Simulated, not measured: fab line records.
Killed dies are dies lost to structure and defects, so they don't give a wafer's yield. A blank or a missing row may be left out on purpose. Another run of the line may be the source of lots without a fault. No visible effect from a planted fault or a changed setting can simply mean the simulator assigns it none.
fab line records	flow n5_finfet
record lots=24	wafers=72	last_day=17
route steps=1938 shown BEOL_M3@1014 BEOL_M4@1096
lots that met no fault: taken from a fault-free run of the same line
start_h: hours from the record's first day to the start of the lot's first wafer shown	wait_h: hours since the lot's step before	" repeats the value in the row above	L1.1+2: several wafers, shown together as one row	- value missing, or start not given	* or withheld: withheld	< > ~ a bound
route shown NAME@n: a module of which the file shows steps, and the number in the route of the first	usual: average and standard deviation across the fault-free wafers	same: alike in all rows	chamber/n: place in a boat	sites: the reading at each site	_std_site: the values' standard deviation	_edge_site: mean of outer sites minus mean of inner sites	radius_mm: for every site, how far away it sits from the centre of the wafer	mask NAME#n: copy n	behind: the last tool/chamber to shape the wafer	hold: what put the lot on hold/how long, in hours/how the hold closed	device: whichever transistor did not switch (one of n, p or np)	end of line: the same wafers' tests at the end of the route	for a step that has no rows: nothing shown but its recipe	killed: not the wafer's yield, but the dies lost to structure and defects at the first sort	map: per-die view of a wafer (x killed, . not killed, _ where there is no die)
set.NAME: the run value of the setting; set.NAME@STEP: its run value at that earlier step	model.NAME: the simulator's own value behind a step, which no gauge read
one table for each step of the route and one row for each wafer, over a sample of lots
services: from which hour (start_h, from the record's first day; less than 0 if before it) a tool's chamber was out of use, for how many hours, and why
## steps
# step N5_BEOL_M3_THK_MEAS_53
# recipe thk_meas_gauge=xrf	reads=Cu_of_BEOL_M3_ECD_50
# usual M3_THK=40.9/1.4
lot.wafer	tool	chamber	start_h	wait_h	M3_THK[nm]
L074.1	film_metro-02	-	157.55	-	39.3
L074.2	"	-	"	"	40.9
L074.3	"	-	"	"	38.9
L076.1	film_metro-02	-	164.74	-	41.3
L076.2	"	-	"	"	40.0
L076.4	"	-	"	"	43.3
L075.1	film_metro-01	-	166.36	-	42.8
L075.2	"	-	"	"	41.6
L075.4	"	-	"	"	43.2
L077.1	film_metro-02	-	171.01	-	39.0
L077.5	"	-	"	"	41.1
L077.6	"	-	"	"	38.8
L078.1	film_metro-01	-	172.86	-	41.4
L078.2	"	-	"	"	39.2
L078.3	"	-	"	"	39.4
L079.1	film_metro-02	-	183.27	-	39.6
L079.2	"	-	"	"	42.2
L079.3	"	-	"	"	41.5
L080.2	film_metro-01	-	194.23	-	39.9
L080.5	"	-	"	"	40.5
L080.6	"	-	"	"	42.3
L081.1	film_metro-01	-	195.21	-	38.0
L081.2	"	-	"	"	38.5
L081.6	"	-	"	"	38.8
L082.2	film_metro-02	-	205.86	-	39.6
L082.5	"	-	"	"	41.2
L082.6	"	-	"	"	41.9
L083.1	film_metro-02	-	212.47	-	39.7
L083.3	"	-	"	"	39.4
L083.5	"	-	"	"	42.1
L084.1	film_metro-01	-	216.42	-	39.6
L084.3	"	-	"	"	41.2
L084.6	"	-	"	"	41.9
L086.2	film_metro-02	-	226.50	-	41.5
L086.5	"	-	"	"	42.2
L086.6	"	-	"	"	41.2
L085.3	film_metro-01	-	226.57	-	40.6
L085.4	"	-	"	"	38.7
L085.5	"	-	"	"	40.1
L087.3	film_metro-01	-	229.79	-	42.2
L087.5	"	-	"	"	40.4
L087.6	"	-	"	"	41.6
L088.1	film_metro-02	-	232.88	-	41.4
L088.3	"	-	"	"	41.9
L088.4	"	-	"	"	45.1
L089.1	film_metro-02	-	240.65	-	41.7
L089.3	"	-	"	"	43.1
L089.6	"	-	"	"	41.9
L091.1	film_metro-02	-	253.86	-	39.7
L091.5	"	-	"	"	42.8
L091.6	"	-	"	"	41.8
L090.1	film_metro-01	-	262.61	-	39.6
L090.3	"	-	"	"	38.9
L090.5	"	-	"	"	39.9
L092.1	film_metro-01	-	270.57	-	40.6
L092.2	"	-	"	"	38.4
L092.3	"	-	"	"	39.5
L093.1	film_metro-01	-	271.33	-	41.9
L093.2	"	-	"	"	39.2
L093.4	"	-	"	"	41.8
L094.2	film_metro-01	-	274.56	-	41.0
L094.4	"	-	"	"	42.4
L094.6	"	-	"	"	42.3
L095.1	film_metro-02	-	284.38	-	38.3
L095.4	"	-	"	"	41.2
L095.6	"	-	"	"	40.9
L096.2	film_metro-01	-	287.12	-	41.8
L096.4	"	-	"	"	41.1
L096.6	"	-	"	"	43.4
L097.3	film_metro-02	-	295.58	-	39.9
L097.4	"	-	"	"	40.4
L097.5	"	-	"	"	40.8
# step N5_BEOL_M3_CO_CAP_55
# recipe material=Co	target_thk_a=20	temp_c=200	precursor=CCTBA/H2	pressure_torr=30	time_s=102.1
# usual heater_power_outer_w=123/7.1	heater_power_w=233/22
lot.wafer	tool	chamber	start_h	wait_h	heater_power_outer_w	heater_power_w
L074.1	cvd_co-02	0	157.63	0.0	126	227
L074.2	"	1	"	"	110	205
L074.3	"	2	"	"	117	234
L076.1	cvd_co-02	1	164.86	0.0	107	208
L076.2	"	2	"	"	119	234
L076.4	"	2	"	"	114	233
L075.1	cvd_co-01	0	166.43	0.0	122	223
L075.2	"	1	"	"	128	272
L075.4	"	0	"	"	122	228
L077.1	cvd_co-01	2	171.09	0.0	121	223
L077.5	"	0	"	"	124	228
L077.6	"	1	"	"	133	274
L078.1	cvd_co-02	0	172.94	0.0	124	221
L078.2	"	1	"	"	109	203
L078.3	"	2	"	"	114	229
L079.1	cvd_co-01	2	183.35	0.0	125	215
L079.2	"	0	"	"	122	220
L079.3	"	1	"	"	128	271
L080.2	cvd_co-01	2	194.31	0.0	126	214
L080.5	"	0	"	"	119	219
L080.6	"	2	"	"	122	222
L081.1	cvd_co-02	2	195.29	0.0	115	228
L081.2	"	1	"	"	108	206
L081.6	"	1	"	"	112	210
L082.2	cvd_co-02	0	205.93	0.0	125	228
L082.5	"	0	"	"	127	222
L082.6	"	2	"	"	117	223
L083.1	cvd_co-01	1	212.55	0.0	130	270
L083.3	"	2	"	"	125	226
L083.5	"	1	"	"	130	276
L084.1	cvd_co-01	2	216.50	0.0	119	219
L084.3	"	1	"	"	130	273
L084.6	"	2	"	"	122	223
L086.2	cvd_co-02	0	226.59	0.0	123	225
L086.5	"	1	"	"	106	201
L086.6	"	0	"	"	129	226
L085.3	cvd_co-01	0	226.77	0.0	123	224
L085.4	"	0	"	"	125	220
L085.5	"	2	"	"	122	219
L087.3	cvd_co-02	1	230.02	0.1	108	207
L087.5	"	1	"	"	107	210
L087.6	"	0	"	"	128	229
L088.1	cvd_co-01	1	232.96	0.0	134	272
L088.3	"	0	"	"	121	219
L088.4	"	2	"	"	120	221
L089.1	cvd_co-01	1	240.72	0.0	130	280
L089.3	"	2	"	"	125	221
L089.6	"	0	"	"	124	228
L091.1	cvd_co-02	0	253.94	0.0	125	220
L091.5	"	2	"	"	115	236
L091.6	"	0	"	"	129	228
L090.1	cvd_co-01	2	262.69	0.0	120	228
L090.3	"	1	"	"	133	281
L090.5	"	0	"	"	125	226
L092.1	cvd_co-01	0	270.65	0.0	125	222
L092.2	"	2	"	"	121	221
L092.3	"	1	"	"	130	268
L093.1	cvd_co-01	2	271.41	0.0	124	225
L093.2	"	1	"	"	136	279
L093.4	"	2	"	"	125	219
L094.2	cvd_co-01	1	274.64	0.0	131	266
L094.4	"	2	"	"	123	220
L094.6	"	1	"	"	132	270
L095.1	cvd_co-01	0	284.67	0.0	119	218
L095.4	"	2	"	"	123	221
L095.6	"	1	"	"	133	273
L096.2	cvd_co-01	0	287.20	0.0	127	228
L096.4	"	0	"	"	125	225
L096.6	"	2	"	"	124	223
L097.3	cvd_co-01	1	295.66	0.0	131	274
L097.4	"	2	"	"	124	220
L097.5	"	0	"	"	123	221
# step N5_BEOL_M3_RS_MEAS_58
# recipe thk_meas_gauge=four-point-probe	reads=Co_of_BEOL_M3_CO_CAP_55+Cu_of_BEOL_M3_ECD_50+Co_of_BEOL_M3_CVD_47+TaN_of_BEOL_M3_ALD_84
# usual M3_RS=0.67/0.031
lot.wafer	tool	chamber	start_h	wait_h	M3_RS[ohm/sq]
L074.1	film_metro-02	-	157.81	0.0	0.70
L074.2	"	-	"	"	0.66
L074.3	"	-	"	"	0.70
L076.1	film_metro-01	-	165.06	0.1	0.65
L076.2	"	-	"	"	0.67
L076.4	"	-	"	"	0.61
L075.1	film_metro-01	-	166.62	0.0	0.64
L075.2	"	-	"	"	0.65
L075.4	"	-	"	"	0.62
L077.1	film_metro-02	-	171.27	0.0	0.71
L077.5	"	-	"	"	0.67
L077.6	"	-	"	"	0.71
L078.1	film_metro-01	-	173.12	0.0	0.67
L078.2	"	-	"	"	0.72
L078.3	"	-	"	"	0.71
L079.1	film_metro-01	-	183.53	0.0	0.69
L079.2	"	-	"	"	0.63
L079.3	"	-	"	"	0.65
L080.2	film_metro-02	-	194.49	0.1	0.68
L080.5	"	-	"	"	0.67
L080.6	"	-	"	"	0.64
L081.1	film_metro-01	-	195.47	0.0	0.73
L081.2	"	-	"	"	0.72
L081.6	"	-	"	"	0.71
L082.2	film_metro-01	-	206.15	0.1	0.70
L082.5	"	-	"	"	0.66
L082.6	"	-	"	"	0.65
L083.1	film_metro-02	-	212.73	0.0	0.68
L083.3	"	-	"	"	0.69
L083.5	"	-	"	"	0.63
L084.1	film_metro-01	-	216.68	0.0	0.69
L084.3	"	-	"	"	0.66
L084.6	"	-	"	"	0.64
L086.2	film_metro-01	-	226.81	0.1	0.67
L086.5	"	-	"	"	0.65
L086.6	"	-	"	"	0.67
L085.3	film_metro-01	-	226.95	0.1	0.67
L085.4	"	-	"	"	0.71
L085.5	"	-	"	"	0.68
L087.3	film_metro-01	-	230.21	0.1	0.64
L087.5	"	-	"	"	0.67
L087.6	"	-	"	"	0.65
L088.1	film_metro-01	-	233.14	0.0	0.65
L088.3	"	-	"	"	0.65
L088.4	"	-	"	"	0.58
L089.1	film_metro-02	-	240.92	0.0	0.64
L089.3	"	-	"	"	0.62
L089.6	"	-	"	"	0.64
L091.1	film_metro-01	-	254.12	0.0	0.68
L091.5	"	-	"	"	0.62
L091.6	"	-	"	"	0.64
L090.1	film_metro-01	-	262.87	0.0	0.70
L090.3	"	-	"	"	0.71
L090.5	"	-	"	"	0.68
L092.1	film_metro-01	-	270.83	0.0	0.67
L092.2	"	-	"	"	0.72
L092.3	"	-	"	"	0.69
L093.1	film_metro-01	-	271.59	0.0	0.65
L093.2	"	-	"	"	0.71
L093.4	"	-	"	"	0.66
L094.2	film_metro-02	-	274.82	0.1	0.66
L094.4	"	-	"	"	0.63
L094.6	"	-	"	"	0.63
L095.1	film_metro-02	-	284.85	0.0	0.72
L095.4	"	-	"	"	0.66
L095.6	"	-	"	"	0.66
L096.2	film_metro-01	-	287.39	0.1	0.65
L096.4	"	-	"	"	0.66
L096.6	"	-	"	"	0.62
L097.3	film_metro-01	-	295.84	0.1	0.69
L097.4	"	-	"	"	0.68
L097.5	"	-	"	"	0.67
# step N5_BEOL_M4_SPUTTER_92
# recipe material=Cu	target_thk_a=45	temp_c=-20	chamber_pressure_pa=0.07	power_w=withheld	time_s=8.29
# usual throttle_valve_pct=29.9/0.98
lot.wafer	tool	chamber	start_h	wait_h	throttle_valve_pct
L074.1	pvd_sputter-02	-	166.29	0.1	28.8
L074.2	"	-	"	"	28.9
L074.3	"	-	"	"	30.4
L075.1	pvd_sputter-03	-	174.92	0.1	28.8
L075.2	"	-	"	"	31.1
L075.4	"	-	"	"	28.3
L076.1	pvd_sputter-02	-	177.17	0.1	31.7
L076.2	"	-	"	"	30.7
L076.4	"	-	"	"	28.9
L077.1	pvd_sputter-03	-	184.90	0.1	28.8
L077.5	"	-	"	"	28.4
L077.6	"	-	"	"	31.4
L078.1	pvd_sputter-02	-	185.30	0.1	31.8
L078.2	"	-	"	"	28.9
L078.3	"	-	"	"	30.4
L079.1	pvd_sputter-01	-	189.05	0.1	30.5
L079.2	"	-	"	"	30.8
L079.3	"	-	"	"	29.5
L080.2	pvd_sputter-03	-	206.07	0.1	31.4
L080.5	"	-	"	"	28.2
L080.6	"	-	"	"	29.7
L081.1	pvd_sputter-01	-	206.65	0.1	30.9
L081.2	"	-	"	"	29.5
L081.6	"	-	"	"	31.0
L082.2	pvd_sputter-02	-	213.08	0.1	31.6
L082.5	"	-	"	"	30.4
L082.6	"	-	"	"	31.3
L083.1	pvd_sputter-01	-	222.66	0.1	30.7
L083.3	"	-	"	"	30.6
L083.5	"	-	"	"	30.6
L084.1	pvd_sputter-03	-	228.87	0.1	28.7
L084.3	"	-	"	"	27.9
L084.6	"	-	"	"	28.3
L086.2	pvd_sputter-03	-	235.12	0.1	28.5
L086.5	"	-	"	"	29.6
L086.6	"	-	"	"	28.6
L085.3	pvd_sputter-01	-	235.44	0.1	29.9
L085.4	"	-	"	"	29.2
L085.5	"	-	"	"	29.8
L087.3	pvd_sputter-02	-	242.66	0.1	28.8
L087.5	"	-	"	"	28.9
L087.6	"	-	"	"	29.0
L088.1	pvd_sputter-01	-	242.95	0.1	29.9
L088.3	"	-	"	"	29.5
L088.4	"	-	"	"	30.5
L089.1	pvd_sputter-01	-	251.55	0.1	30.9
L089.3	"	-	"	"	30.7
L089.6	"	-	"	"	29.8
L091.1	pvd_sputter-03	-	267.12	0.1	31.1
L091.5	"	-	"	"	29.6
L091.6	"	-	"	"	28.6
L090.1	pvd_sputter-01	-	272.22	0.1	29.9
L090.3	"	-	"	"	30.5
L090.5	"	-	"	"	29.6
L092.1	pvd_sputter-01	-	276.38	0.1	30.8
L092.2	"	-	"	"	30.7
L092.3	"	-	"	"	29.5
L093.1	pvd_sputter-01	-	278.84	0.1	30.4
L093.2	"	-	"	"	29.9
L093.4	"	-	"	"	30.6
L094.2	pvd_sputter-02	-	282.40	0.1	28.7
L094.4	"	-	"	"	30.2
L094.6	"	-	"	"	28.9
L096.2	pvd_sputter-02	-	295.69	0.1	30.5
L096.4	"	-	"	"	31.7
L096.6	"	-	"	"	28.9
L095.1	pvd_sputter-01	-	301.97	0.1	29.7
L095.4	"	-	"	"	30.5
L095.6	"	-	"	"	30.4
L097.3	pvd_sputter-01	-	306.69	0.1	29.6
L097.4	"	-	"	"	30.7
L097.5	"	-	"	"	29.6
# step N5_BEOL_M4_SPUTTER_96
# recipe material=Cu	target_thk_a=45	temp_c=-20	chamber_pressure_pa=0.07	power_w=withheld	time_s=8.29
# usual throttle_valve_pct=30.0/1
lot.wafer	tool	chamber	start_h	wait_h	throttle_valve_pct
L074.1	pvd_sputter-02	-	166.73	0.1	28.6
L074.2	"	-	"	"	29.1
L074.3	"	-	"	"	30.5
L075.1	pvd_sputter-03	-	175.36	0.1	28.6
L075.2	"	-	"	"	31.0
L075.4	"	-	"	"	27.9
L076.1	pvd_sputter-02	-	177.61	0.1	31.6
L076.2	"	-	"	"	30.4
L076.4	"	-	"	"	28.9
L077.1	pvd_sputter-03	-	185.34	0.1	28.5
L077.5	"	-	"	"	28.2
L077.6	"	-	"	"	31.5
L078.1	pvd_sputter-02	-	185.74	0.1	31.6
L078.2	"	-	"	"	28.6
L078.3	"	-	"	"	30.6
L079.1	pvd_sputter-01	-	189.49	0.1	30.4
L079.2	"	-	"	"	30.7
L079.3	"	-	"	"	29.6
L080.2	pvd_sputter-03	-	206.51	0.1	31.4
L080.5	"	-	"	"	28.0
L080.6	"	-	"	"	29.8
L081.1	pvd_sputter-01	-	207.09	0.1	30.8
L081.2	"	-	"	"	29.4
L081.6	"	-	"	"	30.8
L082.2	pvd_sputter-02	-	213.52	0.1	31.6
L082.5	"	-	"	"	30.5
L082.6	"	-	"	"	31.7
L083.1	pvd_sputter-01	-	223.10	0.1	30.8
L083.3	"	-	"	"	30.6
L083.5	"	-	"	"	30.9
L084.1	pvd_sputter-03	-	229.31	0.1	28.9
L084.3	"	-	"	"	28.4
L084.6	"	-	"	"	28.6
L086.2	pvd_sputter-03	-	235.56	0.1	28.5
L086.5	"	-	"	"	29.8
L086.6	"	-	"	"	28.6
L085.3	pvd_sputter-01	-	235.88	0.1	30.0
L085.4	"	-	"	"	29.6
L085.5	"	-	"	"	30.0
L087.3	pvd_sputter-02	-	243.10	0.1	28.7
L087.5	"	-	"	"	28.7
L087.6	"	-	"	"	28.9
L088.1	pvd_sputter-01	-	243.39	0.1	30.2
L088.3	"	-	"	"	29.2
L088.4	"	-	"	"	30.6
L089.1	pvd_sputter-01	-	251.99	0.1	31.0
L089.3	"	-	"	"	30.5
L089.6	"	-	"	"	30.3
L091.1	pvd_sputter-03	-	267.56	0.1	31.4
L091.5	"	-	"	"	29.5
L091.6	"	-	"	"	28.6
L090.1	pvd_sputter-01	-	272.66	0.1	29.9
L090.3	"	-	"	"	30.3
L090.5	"	-	"	"	29.5
L092.1	pvd_sputter-01	-	276.82	0.1	31.1
L092.2	"	-	"	"	30.2
L092.3	"	-	"	"	29.4
L093.1	pvd_sputter-01	-	279.28	0.1	30.7
L093.2	"	-	"	"	29.9
L093.4	"	-	"	"	30.9
L094.2	pvd_sputter-02	-	282.84	0.1	29.0
L094.4	"	-	"	"	30.1
L094.6	"	-	"	"	28.7
L096.2	pvd_sputter-02	-	296.13	0.1	30.6
L096.4	"	-	"	"	31.7
L096.6	"	-	"	"	28.9
L095.1	pvd_sputter-01	-	302.41	0.1	29.8
L095.4	"	-	"	"	30.8
L095.6	"	-	"	"	30.4
L097.3	pvd_sputter-01	-	307.13	0.1	29.7
L097.4	"	-	"	"	30.5
L097.5	"	-	"	"	29.8
# step N5_BEOL_M4_INSPECT_59
# recipe inspect_instrument=darkfield	mode=post_dep
# usual raw_defect_count=67/20
lot.wafer	tool	chamber	start_h	wait_h	raw_defect_count
L074.1	defect_inspect-01	-	167.84	0.0	67
L074.2	"	-	"	"	68
L074.3	"	-	"	"	66
L075.1	defect_inspect-02	-	176.45	0.0	87
L075.2	"	-	"	"	69
L075.4	"	-	"	"	129
L076.1	defect_inspect-01	-	178.72	0.0	76
L076.2	"	-	"	"	74
L076.4	"	-	"	"	111
L077.1	defect_inspect-01	-	186.44	0.0	55
L077.5	"	-	"	"	55
L077.6	"	-	"	"	71
L078.1	defect_inspect-01	-	186.97	0.0	84
L078.2	"	-	"	"	33
L078.3	"	-	"	"	64
L079.1	defect_inspect-01	-	190.59	0.0	45
L079.2	"	-	"	"	78
L079.3	"	-	"	"	37
L080.2	defect_inspect-02	-	207.67	0.0	83
L080.5	"	-	"	"	70
L080.6	"	-	"	"	67
L081.1	defect_inspect-01	-	208.21	0.0	50
L081.2	"	-	"	"	31
L081.6	"	-	"	"	55
L082.2	defect_inspect-01	-	214.62	0.0	63
L082.5	"	-	"	"	62
L082.6	"	-	"	"	67
L083.1	defect_inspect-01	-	224.28	0.0	58
L083.3	"	-	"	"	52
L083.5	"	-	"	"	76
L084.1	defect_inspect-02	-	230.67	0.0	48
L084.3	"	-	"	"	68
L084.6	"	-	"	"	57
L086.2	defect_inspect-02	-	236.63	0.0	116
L086.5	"	-	"	"	68
L086.6	"	-	"	"	99
L085.3	defect_inspect-02	-	236.95	0.0	50
L085.4	"	-	"	"	50
L085.5	"	-	"	"	85
L087.3	defect_inspect-01	-	244.17	0.0	77
L087.5	"	-	"	"	57
L087.6	"	-	"	"	58
L088.1	defect_inspect-02	-	244.47	0.0	96
L088.3	"	-	"	"	83
L088.4	"	-	"	"	52
L089.1	defect_inspect-02	-	253.11	0.0	73
L089.3	"	-	"	"	61
L089.6	"	-	"	"	63
L091.1	defect_inspect-02	-	268.64	0.0	73
L091.5	"	-	"	"	85
L091.6	"	-	"	"	48
L090.1	defect_inspect-01	-	273.73	0.0	61
L090.3	"	-	"	"	101
L090.5	"	-	"	"	70
L092.1	defect_inspect-02	-	277.93	0.0	45
L092.2	"	-	"	"	63
L092.3	"	-	"	"	58
L093.1	defect_inspect-02	-	280.40	0.0	64
L093.2	"	-	"	"	44
L093.4	"	-	"	"	93
L094.2	defect_inspect-01	-	283.93	0.0	66
L094.4	"	-	"	"	56
L094.6	"	-	"	"	81
L096.2	defect_inspect-02	-	297.23	0.0	95
L096.4	"	-	"	"	94
L096.6	"	-	"	"	58
L095.1	defect_inspect-01	-	303.79	0.0	53
L095.4	"	-	"	"	54
L095.6	"	-	"	"	64
L097.3	defect_inspect-02	-	308.23	0.0	43
L097.4	"	-	"	"	67
L097.5	"	-	"	"	65
## services
tool	chamber	start_h	hours	kind
cvd_co-02	-	209.17	1.3	repair
cvd_co-01	-	247.06	14.6	pm
cvd_co-01	-	283.11	0.4	repair
## key
fault none
